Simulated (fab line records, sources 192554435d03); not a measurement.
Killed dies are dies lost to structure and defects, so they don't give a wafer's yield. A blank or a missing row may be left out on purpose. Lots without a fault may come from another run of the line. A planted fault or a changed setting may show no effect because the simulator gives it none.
Chamber matching | flow n5_finfet | N5_FIN_SAQP_ETCH_64 on rie_si-04: 4 sister chambers
The step etches SiO2 in CF4, target depth 1.5 nm. 8 wafers are shown with their chamber, then 8 later ones without.

WAFERS WITH THEIR CHAMBER
wafer  | chamber | throttle_valve_pct (%) | drypump_motor_current_A (A)
L078.4 | 0       | 21.82                  | 6.1
L083.2 | 2       | 21.76                  | 5.9
L083.4 | 0       | 21.81                  | 6.0
L084.2 | 3       | 21.71                  | 6.6
L084.6 | 2       | 21.74                  | 6.0
L085.2 | 3       | 21.73                  | 6.6
L085.6 | 1       | 22.17                  | 6.1
L086.1 | 1       | 22.17                  | 6.1

WAFERS WITHOUT THEIR CHAMBER
wafer  | throttle_valve_pct (%) | drypump_motor_current_A (A)
L086.3 | 21.81                  | 6.0
L086.6 | 21.73                  | 6.6
L088.2 | 21.81                  | 6.0
L088.3 | 22.16                  | 6.1
L088.5 | 21.71                  | 6.6
L095.2 | 21.72                  | 6.6
L095.3 | 21.73                  | 5.9
L095.4 | 22.16                  | 6.1

WHICH CHAMBER EACH WENT THROUGH
wafer  | from the rows above | in truth
L086.3 | 0                   | 0
L086.6 | 3                   | 3
L088.2 | 0                   | 0
L088.3 | 1                   | 1
L088.5 | 3                   | 3
L095.2 | 3                   | 3
L095.3 | 2                   | 2
L095.4 | 1                   | 1
Placed correctly: 8 of 8. Can't be placed from these rows: 0. Placed wrongly: 0.
How it was worked out, from the rows above alone: a wafer's distance from a chamber is the root of the sum, over the readings, of the square of ((its reading less the chamber's mean) divided by the reading's scatter). The wafer belongs to the nearest chamber; if the next one is less than 2 further off, it can't be placed. A chamber's mean is the mean of its shown wafers. The scatter: the root of (the sum of the squares of (reading less its chamber's mean) over the shown wafers, divided by (wafers less chambers)).
